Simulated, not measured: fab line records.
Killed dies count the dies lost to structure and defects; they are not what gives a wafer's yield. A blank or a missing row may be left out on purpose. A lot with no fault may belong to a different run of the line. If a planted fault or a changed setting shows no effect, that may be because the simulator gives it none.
fab line records	flow nandHarc
[record] lots = 24	wafers = 72	lastDay = 35
route steps=1302 shown A_STAIRCASE@834 A_SGD_CUT@902
lots that met no fault: taken from a fault-free run of the same line
startH: start of the lot's first displayed wafer, in hours after the record's first day	waitH: hours elapsed since this lot's preceding step	" the same as in the row above	L1.1+2: a row that stands for several wafers	- either no value or no given start	* or withheld: withheld	< > ~ a bound
route shown NAME@n: names a module that has steps shown in the file, with the first one's number in the route	usual: mean/standard deviation taken from wafers without a fault	same: alike in all rows	chamber/n: place in a boat	sites: each site's reading	_std_site: how widely they spread, as a standard deviation	_edge_site: outer sites' mean less inner sites'	radiusMm: how far each site lies from the wafer's centre	mask NAME#n: copy n	behind: the tool/chamber that last shaped the wafer	hold: why the lot went on hold/how many hours it stayed there/how the hold came to an end	device: which transistor (n, p or np) failed to switch	end of line: tests run on the same wafers once the route is complete	a step with no rows: only its recipe	killed: the dies lost at the first sort to structure and to defects; this is not the yield of the wafer	map: shows each die of a wafer: x if killed, . if not, _ if none is there
set.NAME: the setting as run; set.NAME@STEP: as run at that earlier step	model.NAME: the simulator's own value behind a step, which no gauge read
one table for each step of the route and one row for each wafer, over a sample of lots
services: the hour from which a tool's chamber was out of use, counted from the record's first day as startH (under 0 if before that day), plus the number of hours and why
[[steps]]
[step NHARC_A_STAIRCASE_ETCH_453]
[recipe] targetDepthA = 300	overetchA = 30	timeS = 16.5	ionEnergyEv = 100	cf4FlowSccm = 80	o2FlowSccm = 20	arFlowSccm = 0	rfW = 300	biasW = 100	chemistry = CF4/O2
[usual] drypumpMotorCurrentA = 5.8/0.5	oes_f_703_au = 1.000/0.0047	oesProductAu = 1.002/0.0071	rfVppV = 197.4/1.4	showerheadPlenumPTorr = 1.31/0.052	throttleValvePct = 13.397/0.0096
lot.wafer	tool	chamber	startH	waitH	drypumpMotorCurrentA	oes_f_703_au	oesProductAu	rfHoursCounterH	rfVppV	showerheadPlenumPTorr	throttleValvePct
L074.3	rieDiel-07	3	-	-	6.1	0.999	1.008	34	197.0	1.29	13.392
L074.2	"	0	"	"	6.5	1.004	1.007	36	199.8	1.41	13.387
L074.6	"	2	"	"	5.9	0.993	0.998	-	197.8	1.32	13.401
L075.1	rieDiel-07	2	-	-	5.9	0.999	1.001	39	198.2	1.32	13.405
L075.4	"	1	"	"	5.7	1.000	1.002	40	197.7	1.31	13.417
L075.5	"	2	"	"	5.9	0.996	0.999	-	197.4	1.32	13.408
L077.4	rieDiel-04	3	-	-	6.2	1.002	0.998	18	199.3	1.36	13.404
L077.3	"	0	"	"	4.6	0.996	1.001	19	201.0	1.43	13.406
L077.6	"	3	"	"	6.2	1.000	0.997	-	200.1	1.36	13.397
L076.3	rieDiel-10	3	-	-	5.5	0.995	1.003	33	197.8	1.29	13.407
L076.1	"	0	"	"	6.3	1.000	1.006	51	198.0	1.34	13.408
L076.4	"	1	"	"	5.2	1.003	1.005	51	197.9	1.29	13.406
L078.1	rieDiel-04	1	-	-	4.9	0.999	0.994	16	197.0	1.25	13.411
L078.4	"	3	"	"	6.2	0.998	0.993	19	196.6	1.36	13.404
L078.6	"	1	"	"	4.9	1.001	0.994	-	196.4	1.25	13.397
L079.1	rieDiel-07	2	-	-	5.9	1.004	0.992	47	196.7	1.32	13.387
L079.2	"	0	"	"	6.5	0.994	0.999	48	198.4	1.41	13.402
L079.4	"	1	"	"	5.7	0.994	0.994	-	197.1	1.30	13.403
L080.4	rieDiel-10	0	-	-	6.2	1.006	1.001	1	197.1	1.34	13.375
L080.6	"	2	"	"	5.9	0.999	0.999	-	195.1	1.26	13.393
L080.5	"	3	"	"	5.6	0.999	0.999	-	198.6	1.28	13.380
L082.4	rieDiel-07	1	-	-	5.7	1.007	1.006	57	197.2	1.30	13.401
L082.1	"	2	"	"	5.9	0.998	0.992	58	197.2	1.32	13.392
L082.2	"	3	"	"	6.1	0.997	1.012	56	196.1	1.28	13.378
L081.2	rieDiel-07	0	-	-	6.5	0.987	0.995	62	199.6	1.41	13.392
L081.6	"	3	"	"	6.2	1.006	1.007	-	196.1	1.28	13.389
L081.5	"	0	"	"	6.5	1.001	0.993	-	199.3	1.41	13.416
L083.3	rieDiel-10	0	-	-	6.3	0.998	1.023	15	197.4	1.33	13.406
L083.4	"	1	"	"	5.1	1.005	1.006	14	195.6	1.29	13.389
L083.2	"	2	"	"	5.9	1.000	1.018	11	195.4	1.25	13.403
L084.3	rieDiel-04	0	-	-	4.6	0.999	1.005	41	198.8	1.42	13.413
L084.1	"	2	"	"	5.7	0.997	0.995	39	197.5	1.30	13.401
L084.5	"	3	"	"	6.2	1.004	1.001	-	198.1	1.36	13.395
L085.2	rieDiel-10	1	-	-	5.2	1.002	1.003	21	198.2	1.28	13.415
L085.3	"	2	"	"	5.9	1.003	1.006	15	196.2	1.25	13.417
L085.6	"	0	"	"	6.3	1.001	1.014	-	198.2	1.33	13.403
L086.3	rieDiel-07	1	-	-	5.7	1.002	1.003	2	195.7	1.30	13.408
L086.4	"	2	"	"	5.9	0.999	0.995	3	196.2	1.31	13.402
L086.5	"	1	"	"	5.7	0.998	0.999	-	196.7	1.30	13.397
L087.2	rieDiel-10	3	-	-	5.6	0.999	1.004	18	196.5	1.28	13.386
L087.4	"	2	"	"	5.9	0.988	1.000	19	195.5	1.25	13.405
L087.5	"	0	"	"	6.3	1.005	1.012	-	196.7	1.33	13.382
L089.1	rieDiel-07	3	-	-	6.1	0.999	1.001	13	196.5	1.28	13.393
L089.2	"	1	"	"	5.7	1.002	1.001	11	196.7	1.30	13.401
L089.3	"	2	"	"	5.8	1.000	1.001	13	197.1	1.31	13.391
L088.4	rieDiel-07	1	-	-	5.7	1.003	0.997	12	198.3	1.30	13.393
L088.1	"	2	"	"	5.9	1.002	0.983	13	196.9	1.31	13.398
L088.5	"	1	"	"	5.7	0.997	1.004	-	197.4	1.30	13.397
L090.1	rieDiel-07	2	-	-	5.9	1.006	0.996	19	197.5	1.31	13.408
L090.6	"	3	"	"	6.1	0.997	1.009	-	196.8	1.28	13.391
L090.5	"	0	"	"	6.5	1.003	1.010	-	199.4	1.40	13.384
L092.3	rieDiel-07	2	-	-	5.9	0.993	1.000	21	197.1	1.31	13.390
L092.1	"	3	"	"	6.1	1.000	0.995	24	196.7	1.28	13.396
L092.6	"	3	"	"	6.1	1.000	1.002	-	197.7	1.28	13.399
L091.4	rieDiel-04	3	-	-	6.2	0.993	1.000	5	200.1	1.35	13.407
L091.3	"	0	"	"	4.6	1.003	1.009	5	199.2	1.42	13.416
L091.6	"	2	"	"	5.8	1.002	1.001	-	196.5	1.29	13.396
L094.4	rieDiel-10	3	-	-	5.5	1.003	0.998	-	195.5	1.28	13.404
L094.6	"	0	"	"	6.3	1.004	1.006	-	197.7	1.33	13.404
L094.5	"	2	"	"	5.9	1.000	1.004	-	195.2	1.25	13.396
L093.3	rieDiel-04	0	-	-	4.6	1.003	1.003	12	199.4	1.42	13.394
L093.5	"	1	"	"	4.9	1.003	1.007	-	195.6	1.24	13.385
L093.6	"	2	"	"	5.8	0.995	0.997	-	196.6	1.29	13.388
L096.2	rieDiel-04	3	-	-	6.2	1.007	1.004	19	198.2	1.35	13.392
L096.3	"	0	"	"	4.6	1.000	1.000	17	198.8	1.42	13.393
L096.1	"	2	"	"	5.8	1.010	1.001	20	197.0	1.29	13.412
L095.2	rieDiel-10	2	-	-	5.9	0.992	1.002	1	194.5	1.24	13.384
L095.1	"	3	"	"	5.5	0.992	1.006	1	196.9	1.27	13.398
L095.5	"	3	"	"	5.5	1.003	1.007	-	196.0	1.27	13.399
L097.3	rieDiel-07	0	-	-	6.5	1.004	1.019	44	199.2	1.40	13.385
L097.2	"	1	"	"	5.7	0.991	1.012	43	196.6	1.29	13.381
L097.5	"	3	"	"	6.1	0.996	1.009	-	196.1	1.27	13.402
[step NHARC_A_STAIRCASE_STRIP_476]
[recipe] timeS = 20	o2FlowSccm = 500	arFlowSccm = 0	biasW = 0	chemistry = O2
[usual] drypumpMotorCurrentA = 5.7/0.5	oesProductAu = 1.001/0.0062	rfVppV = 57.6/0.94	showerheadPlenumPTorr = 3.46/0.13	throttleValvePct = 17.036/0.0096
lot.wafer	tool	chamber	startH	waitH	drypumpMotorCurrentA	oesProductAu	rfHoursCounterH	rfVppV	showerheadPlenumPTorr	throttleValvePct
L074.3	rieDiel-04	0	394.53	0.1	4.6	0.998	12	58.9	3.77	17.051
L074.2	"	2	"	"	5.8	0.997	9	58.2	3.45	17.044
L074.6	"	0	"	"	4.6	1.008	-	58.6	3.77	17.033
L075.4	rieDiel-04	3	402.40	0.1	6.2	1.003	15	57.5	3.60	17.019
L075.1	"	1	"	"	4.9	1.002	13	56.8	3.31	17.044
L075.5	"	0	"	"	4.7	1.004	-	59.3	3.76	17.039
L077.3	rieDiel-04	2	415.03	0.1	5.8	0.990	14	58.1	3.45	17.048
L077.4	"	0	"	"	4.6	0.996	19	58.2	3.76	17.022
L077.6	"	1	"	"	4.9	1.000	-	56.5	3.31	17.030
L076.3	rieDiel-10	2	415.67	0.1	6.0	1.001	50	55.5	3.33	17.040
L076.4	"	0	"	"	6.3	0.994	52	57.9	3.53	17.021
L076.1	"	1	"	"	5.2	0.998	52	57.2	3.41	17.042
L078.1	rieDiel-04	3	423.57	0.1	6.2	0.993	21	57.9	3.60	17.049
L078.4	"	1	"	"	4.9	0.987	17	57.3	3.31	17.031
L078.6	"	2	"	"	5.8	0.994	-	57.2	3.45	17.023
L079.1	rieDiel-04	3	426.75	0.1	6.2	0.998	22	57.4	3.60	17.013
L079.4	"	0	"	"	4.6	0.996	22	58.2	3.76	17.030
L079.2	"	1	"	"	4.9	0.995	18	58.2	3.31	17.041
L080.5	rieDiel-07	1	443.99	0.2	5.7	0.996	-	58.0	3.45	17.040
L080.4	"	2	"	"	5.9	1.002	-	56.6	3.48	17.015
L080.6	"	3	"	"	6.2	1.006	-	56.3	3.40	17.048
L082.2	rieDiel-10	0	455.26	0.1	6.3	1.009	5	56.4	3.53	17.033
L082.1	"	1	"	"	5.2	1.003	4	57.1	3.41	17.046
L082.4	"	2	"	"	6.0	1.012	4	58.8	3.32	17.036
L081.2	rieDiel-07	2	465.92	0.1	5.9	0.985	65	58.0	3.48	17.032
L081.6	"	1	"	"	5.7	0.998	-	57.5	3.44	17.043
L081.5	"	2	"	"	5.9	1.000	-	57.7	3.48	17.037
L083.4	rieDiel-04	3	479.95	0.1	6.2	0.990	39	57.6	3.59	17.030
L083.3	"	0	"	"	4.6	0.992	41	59.1	3.75	17.029
L083.2	"	2	"	"	5.8	0.995	39	55.8	3.43	17.028
L084.3	rieDiel-07	1	488.77	0.1	5.7	1.003	1	58.6	3.44	17.042
L084.1	"	3	"	"	6.2	1.008	2	57.7	3.39	17.031
L084.5	"	0	"	"	6.5	1.007	-	58.1	3.71	17.024
L085.3	rieDiel-10	2	497.60	0.1	6.0	1.015	15	55.9	3.32	17.036
L085.2	"	0	"	"	6.3	1.010	22	58.6	3.52	17.019
L085.6	"	1	"	"	5.2	1.005	-	57.9	3.40	17.028
L086.4	rieDiel-10	0	500.03	0.1	6.3	1.009	22	57.0	3.52	17.041
L086.3	"	1	"	"	5.2	1.001	21	58.0	3.40	17.034
L086.5	"	3	"	"	5.6	1.001	-	56.9	3.39	17.042
L087.2	rieDiel-07	1	520.70	0.1	5.7	0.999	8	57.7	3.44	17.040
L087.4	"	2	"	"	5.9	0.992	10	57.5	3.47	17.035
L087.5	"	1	"	"	5.7	1.007	-	57.7	3.44	17.032
L089.3	rieDiel-10	2	533.45	0.3	6.0	1.007	28	58.7	3.31	17.049
L089.2	"	0	"	"	6.3	1.003	33	58.3	3.51	17.033
L089.1	"	1	"	"	5.2	0.993	33	56.2	3.39	17.027
L088.4	rieDiel-10	2	534.69	0.2	5.9	0.996	29	57.0	3.31	17.029
L088.1	"	0	"	"	6.3	1.002	33	56.6	3.51	17.044
L088.5	"	2	"	"	6.0	1.001	-	56.2	3.31	17.039
L090.1	rieDiel-07	1	552.27	0.1	5.7	0.992	17	56.6	3.43	17.034
L090.5	"	2	"	"	5.9	0.989	-	57.2	3.47	17.032
L090.6	"	3	"	"	6.2	1.006	-	57.5	3.38	17.038
L092.1	rieDiel-10	0	562.12	0.1	6.3	1.010	44	58.9	3.51	17.030
L092.3	"	2	"	"	6.0	1.004	45	57.0	3.30	17.016
L092.6	"	0	"	"	6.3	1.012	-	58.5	3.51	17.043
L091.4	rieDiel-10	0	562.89	0.1	6.3	1.005	44	56.1	3.51	17.022
L091.3	"	1	"	"	5.2	1.000	47	59.0	3.39	17.041
L091.6	"	3	"	"	5.6	1.003	-	56.2	3.38	17.052
L094.5	rieDiel-10	3	581.54	0.1	5.5	1.004	-	58.4	3.38	17.038
L094.6	"	0	"	"	6.3	0.997	-	57.7	3.50	17.053
L094.4	"	2	"	"	5.9	1.007	-	57.2	3.30	17.046
L093.3	rieDiel-07	2	583.63	0.1	5.9	0.999	30	58.2	3.46	17.053
L093.6	"	2	"	"	5.9	1.002	-	57.4	3.46	17.050
L093.5	"	3	"	"	6.1	1.000	-	56.1	3.37	17.052
L096.2	rieDiel-04	1	603.65	0.5	4.9	1.007	23	56.5	3.28	17.049
L096.3	"	2	"	"	5.8	1.000	23	56.3	3.41	17.044
L096.1	"	3	"	"	6.2	1.005	22	60.0	3.56	17.039
L095.1	rieDiel-07	0	613.04	0.1	6.5	1.005	37	59.7	3.69	17.030
L095.2	"	2	"	"	5.9	0.991	41	57.1	3.45	17.029
L095.5	"	1	"	"	5.7	1.003	-	56.1	3.42	17.036
L097.3	rieDiel-07	3	632.26	0.1	6.0	1.001	53	57.2	3.36	17.034
L097.2	"	0	"	"	6.5	0.998	45	58.9	3.68	17.038
L097.5	"	2	"	"	5.9	1.005	-	57.3	3.45	17.032
[step NHARC_A_STAIRCASE_DEP_151]
[recipe] targetThkA = 72000	tempC = 400	targetThkNm = 7200	teosFlowSccm = 200	rfW = 500	material = SiO2
[usual] heaterPowerW = 716/100
lot.wafer	tool	chamber	startH	waitH	heaterPowerW
L074.3	pecvd-04	2	406.60	0.4	780
L074.2	"	0	"	"	799
L074.6	"	2	"	"	684
L075.1	pecvd-04	1	415.31	0.5	677
L075.4	"	1	"	"	602
L075.5	"	0	"	"	708
L076.1	pecvd-01	0	427.10	0.4	894
L076.3	"	1	"	"	795
L076.4	"	0	"	"	791
L077.3	pecvd-02	2	427.20	0.5	746
L077.4	"	1	"	"	593
L077.6	"	2	"	"	643
L079.2	pecvd-02	1	436.91	0.5	694
L079.1	"	2	"	"	799
L079.4	"	1	"	"	583
L078.1	pecvd-01	1	437.03	0.6	822
L078.4	"	2	"	"	543
L078.6	"	0	"	"	783
L080.4	pecvd-02	1	455.20	0.7	595
L080.5	"	2	"	"	659
L080.6	"	0	"	"	758
L082.1	pecvd-02	2	466.32	0.4	747
L082.2	"	0	"	"	791
L082.4	"	0	"	"	751
L081.2	pecvd-04	0	477.00	0.6	819
L081.5	"	2	"	"	725
L081.6	"	0	"	"	662
L083.2	pecvd-04	0	492.76	0.5	854
L083.3	"	1	"	"	803
L083.4	"	1	"	"	653
L084.1	pecvd-04	1	499.73	0.4	729
L084.3	"	0	"	"	744
L084.5	"	2	"	"	727
L086.3	pecvd-04	0	508.58	0.4	863
L086.5	"	1	"	"	656
L086.4	"	2	"	"	727
L085.3	pecvd-02	0	508.84	0.6	765
L085.2	"	1	"	"	671
L085.6	"	0	"	"	762
L087.2	pecvd-02	2	531.62	0.4	761
L087.4	"	2	"	"	650
L087.5	"	0	"	"	755
L088.1	pecvd-02	2	544.60	0.4	653
L088.4	"	2	"	"	648
L088.5	"	0	"	"	754
L089.1	pecvd-01	1	544.60	0.4	661
L089.2	"	2	"	"	637
L089.3	"	0	"	"	924
L090.1	pecvd-02	2	564.32	0.5	628
L090.5	"	1	"	"	590
L090.6	"	0	"	"	763
L092.1	pecvd-04	2	573.12	0.4	904
L092.3	"	1	"	"	716
L092.6	"	1	"	"	649
L091.3	pecvd-01	1	573.22	0.5	720
L091.4	"	0	"	"	773
L091.6	"	2	"	"	522
L093.3	pecvd-04	0	592.53	0.4	795
L093.5	"	0	"	"	708
L093.6	"	1	"	"	646
L094.4	pecvd-01	1	592.81	0.7	611
L094.6	"	2	"	"	527
L094.5	"	0	"	"	788
L096.3	pecvd-01	1	614.63	0.4	738
L096.2	"	2	"	"	629
L096.1	"	0	"	"	855
L095.1	pecvd-01	2	623.94	0.4	603
L095.2	"	0	"	"	920
L095.5	"	0	"	"	773
L097.2	pecvd-01	2	643.42	0.5	597
L097.3	"	0	"	"	818
L097.5	"	2	"	"	540
[step NHARC_A_STAIRCASE_DEP_322]
[recipe] targetThkA = 72000	tempC = 400	targetThkNm = 7200	teosFlowSccm = 200	rfW = 500	material = SiO2
[usual] heaterPowerW = 720/100
lot.wafer	tool	chamber	startH	waitH	heaterPowerW
L074.2	pecvd-01	1	414.35	0.2	827
L074.3	"	2	"	"	668
L074.6	"	1	"	"	680
L075.1	pecvd-01	1	425.82	0.2	747
L075.4	"	0	"	"	772
L075.5	"	1	"	"	688
L076.1	pecvd-04	2	437.63	0.1	840
L076.3	"	0	"	"	809
L076.4	"	0	"	"	701
L077.3	pecvd-02	2	437.84	0.3	707
L077.6	"	0	"	"	770
L077.4	"	1	"	"	588
L078.1	pecvd-02	1	445.07	0.2	705
L078.4	"	0	"	"	771
L078.6	"	1	"	"	600
L079.2	pecvd-04	0	445.07	0.2	780
L079.1	"	1	"	"	677
L079.4	"	0	"	"	689
L080.6	pecvd-01	1	463.36	0.3	673
L080.5	"	2	"	"	557
L080.4	"	0	"	"	800
L082.2	pecvd-02	0	475.14	0.1	825
L082.1	"	1	"	"	618
L082.4	"	0	"	"	743
L081.2	pecvd-02	2	485.45	0.3	815
L081.5	"	0	"	"	730
L081.6	"	2	"	"	631
L083.3	pecvd-04	1	503.18	0.1	762
L083.2	"	0	"	"	735
L083.4	"	0	"	"	699
L084.3	pecvd-01	1	509.76	0.1	650
L084.1	"	0	"	"	911
L084.5	"	1	"	"	630
L085.3	pecvd-02	1	517.56	0.1	723
L085.2	"	0	"	"	870
L085.6	"	1	"	"	604
L086.3	pecvd-04	1	517.65	0.2	750
L086.5	"	0	"	"	684
L086.4	"	2	"	"	748
L087.2	pecvd-01	1	539.57	0.2	727
L087.4	"	0	"	"	778
L087.5	"	2	"	"	522
L089.2	pecvd-04	1	554.81	0.1	777
L089.1	"	2	"	"	901
L089.3	"	0	"	"	811
L088.1	pecvd-02	2	554.90	0.2	766
L088.5	"	2	"	"	646
L088.4	"	0	"	"	764
L090.1	pecvd-02	1	574.10	0.2	686
L090.5	"	1	"	"	609
L090.6	"	2	"	"	643
L092.1	pecvd-01	2	580.61	0.1	637
L092.3	"	0	"	"	892
L092.6	"	1	"	"	625
L091.3	pecvd-02	2	580.61	0.1	643
L091.6	"	2	"	"	652
L091.4	"	1	"	"	575
L093.3	pecvd-01	1	601.55	0.2	732
L093.5	"	1	"	"	639
L093.6	"	2	"	"	524
L094.5	pecvd-04	1	601.74	0.3	652
L094.4	"	2	"	"	709
L094.6	"	0	"	"	692
L096.2	pecvd-04	1	622.34	0.1	763
L096.1	"	2	"	"	876
L096.3	"	0	"	"	819
L095.2	pecvd-02	2	632.10	0.2	732
L095.1	"	0	"	"	923
L095.5	"	0	"	"	783
L097.3	pecvd-02	2	653.99	0.2	784
L097.2	"	1	"	"	671
L097.5	"	1	"	"	617
[step NHARC_A_SGD_CUT_OVL_MEAS_10]
[usual] overlayXNm = -0.1/0.77	overlayYNm = 0.1/0.81
lot.wafer	tool	chamber	startH	waitH	overlayXNm	overlayYNm
L074.2	overlay-02	-	440.55	-	0.4	1.1
L074.3	"	-	"	"	0.0	1.2
L074.6	"	-	"	"	0.4	0.7
L075.1	overlay-02	-	450.62	-	-0.3	0.5
L075.4	"	-	"	"	0.1	0.0
L075.5	"	-	"	"	0.0	0.7
L077.3	overlay-02	-	465.47	-	0.7	0.6
L077.4	"	-	"	"	0.3	0.7
L077.6	"	-	"	"	0.0	1.0
L078.1	overlay-01	-	465.63	-	0.5	0.9
L078.4	"	-	"	"	0.4	0.4
L078.6	"	-	"	"	0.1	0.6
L079.1	overlay-02	-	465.65	-	-0.6	-0.7
L079.2	"	-	"	"	-0.8	-0.5
L079.4	"	-	"	"	-0.8	-0.2
L076.1	overlay-02	-	468.36	-	1.2	0.9
L076.3	"	-	"	"	0.7	1.1
L076.4	"	-	"	"	1.6	1.4
L080.4	overlay-01	-	486.79	-	-1.1	0.1
L080.5	"	-	"	"	-0.7	-0.5
L080.6	"	-	"	"	-0.9	-1.2
L082.1	overlay-02	-	503.46	-	0.7	0.0
L082.2	"	-	"	"	0.4	0.2
L082.4	"	-	"	"	0.5	-0.4
L081.2	overlay-02	-	514.52	-	0.0	-0.2
L081.5	"	-	"	"	0.1	-0.1
L081.6	"	-	"	"	0.6	-0.7
L083.2	overlay-01	-	528.43	-	1.4	1.2
L083.3	"	-	"	"	2.0	1.3
L083.4	"	-	"	"	1.7	0.8
L084.1	overlay-02	-	536.40	-	-0.7	0.7
L084.3	"	-	"	"	0.1	0.4
L084.5	"	-	"	"	0.0	0.1
L085.2	overlay-02	-	542.56	-	0.1	1.1
L085.3	"	-	"	"	0.3	1.1
L085.6	"	-	"	"	-0.3	2.1
L086.3	overlay-02	-	542.64	-	-0.6	0.5
L086.4	"	-	"	"	-0.4	0.3
L086.5	"	-	"	"	-0.1	0.8
L087.2	overlay-02	-	564.75	-	-0.7	-2.2
L087.4	"	-	"	"	-0.8	-1.5
L087.5	"	-	"	"	-0.3	-1.6
L089.1	overlay-02	-	579.74	-	-1.3	-1.0
L089.2	"	-	"	"	-1.3	-0.7
L089.3	"	-	"	"	-1.2	-0.4
L088.1	overlay-01	-	580.42	-	-0.9	0.5
L088.4	"	-	"	"	-1.2	0.7
L088.5	"	-	"	"	-1.4	1.1
L090.1	overlay-01	-	600.38	-	0.5	0.6
L090.5	"	-	"	"	-0.2	0.7
L090.6	"	-	"	"	0.0	0.8
L091.3	overlay-02	-	607.71	-	0.0	-0.4
L091.4	"	-	"	"	-0.3	-0.5
L091.6	"	-	"	"	-0.2	-0.5
L092.1	overlay-01	-	608.17	-	-0.1	-0.8
L092.3	"	-	"	"	0.1	-1.3
L092.6	"	-	"	"	0.2	-0.4
L093.3	overlay-01	-	626.57	-	0.2	-0.7
L093.5	"	-	"	"	0.4	-0.6
L093.6	"	-	"	"	0.1	-0.6
L094.4	overlay-01	-	626.72	-	0.8	0.4
L094.5	"	-	"	"	1.0	-0.4
L094.6	"	-	"	"	0.4	0.2
L096.1	overlay-01	-	653.19	-	0.1	-0.3
L096.2	"	-	"	"	0.2	-0.5
L096.3	"	-	"	"	0.6	0.3
L095.1	overlay-02	-	665.13	-	-1.1	-0.4
L095.2	"	-	"	"	-1.3	-0.7
L095.5	"	-	"	"	-1.4	-1.3
L097.2	overlay-01	-	682.61	-	-1.3	-0.1
L097.3	"	-	"	"	-1.7	0.3
L097.5	"	-	"	"	-0.9	0.2
[step NHARC_A_SGD_CUT_ETCH_59]
[recipe] targetDepthA = 2600	overEtchFrac = 0.25	timeS = 406.25	ionEnergyEv = 200	n2FlowSccm = 150	h2FlowSccm = 150	arFlowSccm = 0	rfW = 400	biasW = 150	chemistry = N2/H2
[usual] drypumpMotorCurrentA = 5.9/0.46	oesProductAu = 1.001/0.0071	rfVppV = 430/3.2	showerheadPlenumPTorr = 2.01/0.11	throttleValvePct = 14.171/0.0087
lot.wafer	tool	chamber	startH	waitH	drypumpMotorCurrentA	oesProductAu	rfHoursCounterH	rfVppV	showerheadPlenumPTorr	throttleValvePct
L074.2	rieDiel-08	1	-	-	6.8	0.987	3	430	2.06	14.164
L074.3	"	0	"	"	5.8	1.002	4	427	1.91	14.167
L074.6	"	2	"	"	6.0	1.001	-	429	2.00	14.175
L075.4	rieDiel-08	3	-	-	5.9	1.000	5	436	2.18	14.188
L075.1	"	0	"	"	5.8	0.994	4	428	1.91	14.188
L075.5	"	3	"	"	5.9	1.000	-	435	2.18	14.166
L077.3	rieDiel-12	1	-	-	6.6	1.007	1	430	2.02	14.152
L077.4	"	2	"	"	5.2	0.993	1	426	1.95	14.168
L077.6	"	3	"	"	5.1	0.997	-	426	1.89	14.160
L078.4	rieDiel-09	2	-	-	5.6	0.995	6	434	2.12	14.161
L078.1	"	0	"	"	5.6	0.997	6	426	1.90	14.184
L078.6	"	1	"	"	6.0	0.999	-	427	1.93	14.174
L079.4	rieDiel-09	2	-	-	5.6	1.000	6	432	2.12	14.169
L079.1	"	3	"	"	6.2	1.007	6	434	2.20	14.184
L079.2	"	1	"	"	6.0	0.993	6	426	1.93	14.150
L076.1	rieDiel-09	3	-	-	6.2	1.005	6	436	2.20	14.165
L076.3	"	0	"	"	5.6	0.997	6	426	1.90	14.163
L076.4	"	1	"	"	6.0	1.008	7	428	1.93	14.174
L080.4	rieDiel-12	2	-	-	5.2	0.991	3	428	1.95	14.172
L080.6	"	1	"	"	6.6	1.003	-	431	2.02	14.180
L080.5	"	2	"	"	5.1	0.993	-	427	1.95	14.174
L082.2	rieDiel-12	1	-	-	6.6	1.008	5	431	2.02	14.175
L082.1	"	0	"	"	6.0	1.002	5	429	1.98	14.169
L082.4	"	3	"	"	5.1	0.997	-	426	1.89	14.175
L081.2	rieDiel-09	1	-	-	5.9	0.999	0	428	1.93	14.160
L081.6	"	0	"	"	5.6	1.007	-	425	1.89	14.165
L081.5	"	1	"	"	6.0	1.008	-	428	1.93	14.168
L083.3	rieDiel-08	1	-	-	6.8	0.997	9	430	2.05	14.167
L083.4	"	2	"	"	5.9	1.001	10	428	2.00	14.182
L083.2	"	3	"	"	5.9	1.007	10	435	2.18	14.172
L084.1	rieDiel-09	3	-	-	6.2	1.013	1	436	2.20	14.167
L084.3	"	2	"	"	5.6	0.996	1	432	2.12	14.180
L084.5	"	3	"	"	6.2	1.008	-	435	2.20	14.183
L085.3	rieDiel-09	2	-	-	5.6	1.022	2	434	2.12	14.183
L085.2	"	3	"	"	6.2	1.010	2	434	2.20	14.172
L085.6	"	3	"	"	6.2	1.006	-	435	2.20	14.169
L086.3	rieDiel-09	0	-	-	5.5	0.994	2	427	1.89	14.157
L086.5	"	2	"	"	5.6	0.998	-	435	2.12	14.173
L086.4	"	3	"	"	6.2	0.994	-	436	2.20	14.172
L087.4	rieDiel-08	3	-	-	5.9	0.999	1	434	2.18	14.186
L087.2	"	0	"	"	5.8	1.009	1	425	1.91	14.174
L087.5	"	3	"	"	5.9	1.008	-	435	2.18	14.180
L089.3	rieDiel-08	3	-	-	5.9	0.996	2	434	2.18	14.172
L089.1	"	0	"	"	5.8	0.990	2	426	1.90	14.167
L089.2	"	1	"	"	6.8	0.990	2	432	2.05	14.174
L088.1	rieDiel-12	2	-	-	5.2	0.991	10	428	1.95	14.172
L088.4	"	1	"	"	6.6	1.000	13	431	2.01	14.164
L088.5	"	3	"	"	5.1	1.010	-	426	1.88	14.156
L090.1	rieDiel-12	1	-	-	6.5	0.994	14	429	2.01	14.170
L090.6	"	3	"	"	5.1	0.997	-	426	1.88	14.161
L090.5	"	0	"	"	6.0	0.997	-	427	1.97	14.159
L091.3	rieDiel-12	2	-	-	5.2	0.998	12	428	1.95	14.164
L091.4	"	0	"	"	6.0	0.992	-	429	1.97	14.183
L091.6	"	1	"	"	6.6	1.000	-	431	2.01	14.172
L092.3	rieDiel-09	0	-	-	5.5	0.995	6	427	1.89	14.176
L092.1	"	1	"	"	6.0	1.008	4	428	1.93	14.169
L092.6	"	3	"	"	6.2	1.006	-	434	2.20	14.181
L094.4	rieDiel-09	0	-	-	5.6	0.994	7	426	1.89	14.185
L094.5	"	2	"	"	5.6	1.004	-	433	2.12	14.177
L094.6	"	3	"	"	6.2	0.996	-	434	2.20	14.165
L093.3	rieDiel-08	2	-	-	5.9	1.004	4	430	1.99	14.188
L093.5	"	0	"	"	5.8	1.005	-	428	1.90	14.167
L093.6	"	1	"	"	6.8	1.001	-	431	2.05	14.178
L096.1	rieDiel-12	0	-	-	6.0	0.999	2	429	1.97	14.165
L096.3	"	1	"	"	6.6	0.990	1	428	2.01	14.151
L096.2	"	2	"	"	5.2	0.989	1	427	1.95	14.174
L095.1	rieDiel-09	2	-	-	5.6	1.008	9	431	2.12	14.182
L095.2	"	3	"	"	6.2	1.010	8	434	2.20	14.167
L095.5	"	0	"	"	5.6	1.003	-	427	1.89	14.168
L097.2	rieDiel-12	0	-	-	6.0	1.003	4	428	1.97	14.168
L097.3	"	3	"	"	5.1	0.992	4	426	1.88	14.183
L097.5	"	0	"	"	6.0	1.004	-	428	1.97	14.173
[[services]]
tool	chamber	startH	hours	kind
pecvd-02	-	367.98	1.9	repair
rieDiel-10	0	379.77	7.1	repair
pecvd-02	-	408.09	13.0	pm
rieDiel-07	1	408.63	3.9	repair
rieDiel-07	3	411.93	19.5	repair
rieDiel-10	-	419.56	9.0	pm
pecvd-04	-	431.62	0.8	repair
pecvd-04	-	450.68	13.0	pm
pecvd-04	-	465.44	0.2	repair
rieDiel-07	-	468.92	0.6	repair
rieDiel-07	-	471.23	9.0	pm
rieDiel-04	0	488.14	4.4	repair
pecvd-01	-	492.25	13.0	pm
pecvd-01	-	522.38	0.6	repair
rieDiel-07	-	550.42	0.9	repair
rieDiel-07	0	562.55	12.0	repair
pecvd-02	-	589.14	13.0	pm
rieDiel-10	-	596.59	9.0	pm
pecvd-01	1	620.90	18.4	repair
pecvd-04	-	631.68	13.0	pm
rieDiel-07	-	648.23	9.0	pm
pecvd-04	-	669.56	1.6	repair
rieDiel-10	2	669.86	5.4	repair
pecvd-01	-	673.25	13.0	pm
[[key]]
fault none
